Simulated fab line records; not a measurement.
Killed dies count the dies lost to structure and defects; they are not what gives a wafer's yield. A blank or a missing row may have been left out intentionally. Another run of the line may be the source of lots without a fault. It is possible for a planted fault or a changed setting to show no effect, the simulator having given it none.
Matching of chambers ; flow n5 finfet ; N5_PASSIVATION_DESCUM_32 on rie diel-01: 4 sister chambers
The step chemistry O2, time 7.9 s. 4 wafers are shown with their chamber, then 7 later ones without.

## EACH WAFER AND ITS CHAMBER
wafer;chamber;drypump motor current A (A)
L456.6;2;6.6
L460.2;3;5.1
L460.3;0;5.5
L464.4;1;6.6

## WAFERS WHOSE CHAMBER IS MISSING
wafer;drypump motor current A (A)
L464.6;5.5
L467.2;6.6
L467.3;6.6
L467.5;5.2
L472.2;6.5
L472.4;6.6
L472.6;5.1

## THE CHAMBER EACH PASSED THROUGH
wafer;from the rows above;in truth
L464.6;0;0
L467.2;can't be placed: 1 or 2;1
L467.3;can't be placed: 1 or 2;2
L467.5;3;3
L472.2;can't be placed: 1 or 2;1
L472.4;can't be placed: 1 or 2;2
L472.6;3;3
Placed correctly: 3 of 7. Cannot be placed on the basis of these rows: 4; the candidates contain the true chamber in 4. 0 placed wrongly.
How it was worked out, from the rows above alone: a wafer's distance from a chamber is the root of the sum, over the readings, of the square of ((its reading less the chamber's mean) divided by the reading's scatter). If the next closest chamber is less than 2 further off than the closest, the wafer can't be placed; otherwise it belongs to the closest. The mean given for a chamber averages the wafers shown for that chamber. The scatter: root of mean squared gap, hidden wafer to nearest shown wafer, with one shown wafer a chamber.
